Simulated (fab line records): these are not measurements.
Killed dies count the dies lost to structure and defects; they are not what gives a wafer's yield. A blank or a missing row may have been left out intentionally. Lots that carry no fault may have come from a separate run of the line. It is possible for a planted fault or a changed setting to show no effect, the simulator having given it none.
3 desks, one fault | flow n5_finfet | only its own numbers are on each desk; what lay behind them is given at the end

== THE DEFECT DESK ==
Inspection counts along the route, by lot: the mean over sampled wafers that carry a number. Any lot whose mean is over 4 standard deviations away from the usual mean is out of limits and marked OUT; that distance is given in the brackets.
Columns: A = raw_defect_count at N5_BEOL_M5_INSPECT_30, usual 420
lot  | first seen here | A
L466 | day 9 12:53     | 495
L470 | day 10 19:13    | 427
L476 | day 12 21:31    | 508
L480 | day 13 05:41    | 398
L482 | day 13 13:31    | 347
L481 | day 13 16:19    | 404
L483 | day 13 21:17    | 630
Result from this desk: across the 7 lots, nothing is out of limits.

== AT THE TOOL OWNER'S DESK: rie_diel-05 ==
The tool's own readings at N5_BEOL_M5_ETCH_68 (etches SOC in N2/H2, target depth 80 nm, overetch 16 nm, time 120 s): means of the sampled wafers that have a number, for each lot that ran on this tool. Any lot whose mean is over 4 standard deviations away from the usual mean is out of limits and marked OUT; that distance is given in the brackets.
Columns: A = drypump_motor_current_A at N5_BEOL_M5_ETCH_68, usual 5.9 A; B = oes_product_au at N5_BEOL_M5_ETCH_68, usual 0.58 a.u.; C = rf_vpp_V at N5_BEOL_M5_ETCH_68, usual 523.7 V; D = run_length_s at N5_BEOL_M5_ETCH_68, usual 143.2 s; E = showerhead_plenum_p_Torr at N5_BEOL_M5_ETCH_68, usual 2.54 Torr; F = throttle_valve_pct at N5_BEOL_M5_ETCH_68, usual 17.9 %
lot  | first seen here | A   | B    | C     | D               | E    | F
L470 | day 10 19:20    | 6.2 | 0.58 | 524.5 | 143.0           | 2.58 | 17.9
L480 | day 13 05:49    | 6.2 | 0.69 | 526.7 | 130.4 (-30) OUT | 2.66 | 17.6
L482 | day 13 13:46    | 6.2 | 0.65 | 525.4 | 136.6 (-15) OUT | 2.61 | 17.9
L481 | day 13 16:33    | 6.2 | 0.67 | 524.7 | 136.7 (-15) OUT | 2.60 | 17.4
This desk's verdict: out of limits on L480, L481, L482, starting with L480 at day 13 05:49 (run_length_s at N5_BEOL_M5_ETCH_68). In limits: L470.

== FROM THE METROLOGY DESK ==
Means of the sampled wafers that have a number, per lot and without regard to the tool the lot ran on: this is what the gauges read. Any lot whose mean is over 4 standard deviations away from the usual mean is out of limits and marked OUT; that distance is given in the brackets.
Columns: A = cd_nm at N5_BEOL_M5_CD_MEAS_28, usual 30.58 nm; B = V4_OVL at N5_BEOL_M5_OVL_MEAS_29, usual -0.2 nm
lot  | first seen here | A     | B
L466 | day 9 12:48     | 30.56 | 0.8
L470 | day 10 19:08    | 30.49 | -0.4
L476 | day 12 21:25    | 30.63 | 0.5
L480 | day 13 05:36    | 30.86 | -0.5
L482 | day 13 13:26    | 30.42 | -0.1
L481 | day 13 16:14    | 30.46 | -0.9
L483 | day 13 21:11    | 30.53 | -0.8
Result from this desk: across the 7 lots, nothing is out of limits.

== PUT TOGETHER ==
The tool owner's desk could have raised an alarm at day 13 05:49, on L480, L481, L482.
Nothing out of limits was seen by the defect desk.
Nothing out of limits was seen by the metrology desk.
The defect desk has L480, L481, L482 on record, within its limits.
The metrology desk holds a record of L480, L481, L482, inside its limits.
Every lot named ran N5_BEOL_M5_ETCH_68 on rie_diel-05.

== WHAT THE SIMULATOR PUT IN ==
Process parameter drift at N5_BEOL_M5_ETCH_68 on rie_diel-05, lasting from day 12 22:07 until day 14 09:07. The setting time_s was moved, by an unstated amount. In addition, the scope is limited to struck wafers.
Lots struck among those shown: L480, L481, L482.
Each desk's first reading out of limits, in hours after the fault started: the tool owner's desk, 8.
